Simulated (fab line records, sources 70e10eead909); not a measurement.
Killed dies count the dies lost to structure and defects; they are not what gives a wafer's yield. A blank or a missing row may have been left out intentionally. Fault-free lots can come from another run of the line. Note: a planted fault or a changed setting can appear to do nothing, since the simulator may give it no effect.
Chamber matching || flow nand_harc || NHARC_A_STAIRCASE_DEP_156 on pecvd-04: 3 sister chambers
The step deposits SiNx, target thk 50 nm. 6 wafers are shown with their chamber, then 7 later ones without.

EACH WAFER AND ITS CHAMBER
{"wafer": "L074.6", "chamber": 2, "heater_power_w (W)": 622, "susceptor_temp_C (C)": 400.08}
{"wafer": "L082.3", "chamber": 0, "heater_power_w (W)": 703, "susceptor_temp_C (C)": 400.14}
{"wafer": "L086.3", "chamber": 2, "heater_power_w (W)": 545, "susceptor_temp_C (C)": 400.07}
{"wafer": "L086.6", "chamber": 1, "heater_power_w (W)": 718, "susceptor_temp_C (C)": 400.37}
{"wafer": "L088.1", "chamber": 0, "heater_power_w (W)": 629, "susceptor_temp_C (C)": 400.23}
{"wafer": "L088.3", "chamber": 1, "heater_power_w (W)": 757, "susceptor_temp_C (C)": 400.16}

WAFERS WHOSE CHAMBER IS MISSING
{"wafer": "L088.4", "heater_power_w (W)": 758, "susceptor_temp_C (C)": 400.11}
{"wafer": "L090.2", "heater_power_w (W)": 597, "susceptor_temp_C (C)": 400.10}
{"wafer": "L090.4", "heater_power_w (W)": 580, "susceptor_temp_C (C)": 400.32}
{"wafer": "L090.6", "heater_power_w (W)": 806, "susceptor_temp_C (C)": 399.88}
{"wafer": "L092.2", "heater_power_w (W)": 645, "susceptor_temp_C (C)": 400.00}
{"wafer": "L092.3", "heater_power_w (W)": 594, "susceptor_temp_C (C)": 399.96}
{"wafer": "L092.5", "heater_power_w (W)": 774, "susceptor_temp_C (C)": 400.22}

CHAMBER TAKEN BY EACH
{"wafer": "L088.4", "from the rows above": "can't be placed: 1 or 0", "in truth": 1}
{"wafer": "L090.2", "from the rows above": "can't be placed: 2 or 0", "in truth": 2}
{"wafer": "L090.4", "from the rows above": "can't be placed: 0 or 2 or 1", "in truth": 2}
{"wafer": "L090.6", "from the rows above": "can't be placed: 1 or 0 or 2", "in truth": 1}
{"wafer": "L092.2", "from the rows above": "can't be placed: 2 or 0 or 1", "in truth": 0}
{"wafer": "L092.3", "from the rows above": "can't be placed: 2 or 0", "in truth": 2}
{"wafer": "L092.5", "from the rows above": "can't be placed: 1 or 0", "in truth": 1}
Correct placement for 0 of the 7. Cannot be placed on the basis of these rows: 7; the candidates contain the true chamber in 7. Wrongly placed: 0.
How it was worked out, from the rows above alone: a wafer's distance from a chamber is the root of the sum, over the readings, of the square of ((its reading less the chamber's mean) divided by the reading's scatter). If the next closest chamber is less than 2 further off than the closest, the wafer can't be placed; otherwise it belongs to the closest. Each chamber's mean is taken over the wafers shown for it. How the scatter is found: for the shown wafers, subtract from each reading the mean of its chamber, square and add these, divide the total by (wafers less chambers), then take the root.
